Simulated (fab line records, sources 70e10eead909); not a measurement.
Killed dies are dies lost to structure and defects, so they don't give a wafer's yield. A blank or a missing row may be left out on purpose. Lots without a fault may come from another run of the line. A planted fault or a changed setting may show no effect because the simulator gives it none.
One fault seen from 3 desks | flow nand_harc | each desk has only its own numbers; what lay behind them comes last

THE METROLOGY DESK
What the gauges read, lot by lot, whatever tool the lot ran on: means of the sampled wafers that have a number. A lot is out of limits, marked OUT, if its mean lies more than 4 standard deviations from the usual mean; the brackets give that distance.
Columns: A = thk_nm at NHARC_A_ONON_D1_THK_MEAS_30, usual 999 nm; B = thk_nm at NHARC_A_ONON_D1_THK_MEAS_34, usual 201.0 nm
lot  | first seen here | A    | B
L245 | day 9 06:08     | 989  | 201.5
L246 | day 9 06:09     | 989  | 201.4
L250 | day 10 23:47    | 1001 | 201.7
L252 | day 11 19:06    | 1013 | 200.8
L258 | day 14 14:58    | 1003 | 201.1
L259 | day 15 01:49    | 1008 | 201.5
This desk's finding: nothing out of limits on any of the 6 lots.

THE TOOL OWNER'S DESK: litho_track-06
The tool's own readings at NHARC_A_CHANNEL_HOLE_D1_SOFTBAKE_05 (time 55 s): means of the sampled wafers that have a number, for each lot that ran on this tool. A lot is out of limits, marked OUT, if its mean lies more than 4 standard deviations from the usual mean; the brackets give that distance.
Columns: A = heater_power_total_W at NHARC_A_CHANNEL_HOLE_D1_SOFTBAKE_05, usual 188.45 W
lot  | first seen here | A
L246 | day 9 15:00     | 188.54
L250 | day 11 03:00    | 323.43 (+99 or more) OUT
L252 | day 11 22:00    | 323.33 (+99 or more) OUT
This desk's finding: out of limits on L250, L252; first on L250, day 11 03:00 (heater_power_total_W at NHARC_A_CHANNEL_HOLE_D1_SOFTBAKE_05). In limits: L246.

THE DEFECT DESK
What the inspections along the route counted, lot by lot: means of the sampled wafers that have a number. A lot is out of limits, marked OUT, if its mean lies more than 4 standard deviations from the usual mean; the brackets give that distance.
Columns: A = raw_defect_count at NHARC_A_ONON_D1_INSPECT_32, usual 70
lot  | first seen here | A
L245 | day 9 06:41     | 64
L246 | day 9 06:42     | 64
L250 | day 11 00:20    | 57
L252 | day 11 19:38    | 88
L258 | day 14 15:31    | 82
L259 | day 15 02:22    | 47
This desk's finding: nothing out of limits on any of the 6 lots.

PUT TOGETHER
The tool owner's desk could have raised an alarm at day 11 03:00, on L250, L252.
The metrology desk saw nothing out of limits.
The defect desk saw nothing out of limits.
The metrology desk has L250, L252 on record, within its limits.
The defect desk has L250, L252 on record, within its limits.
Of the lots named, all ran NHARC_A_CHANNEL_HOLE_D1_SOFTBAKE_05 on litho_track-06.

WHAT THE SIMULATOR HAD PUT IN
Process parameter drift: litho_track-06, from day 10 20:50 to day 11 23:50, at NHARC_A_CHANNEL_HOLE_D1_SOFTBAKE_05. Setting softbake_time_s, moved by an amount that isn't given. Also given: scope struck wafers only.
Lots struck among those shown: L250, L252.
Hours from the fault's start to each desk's first reading out of limits: the tool owner's desk, 6.
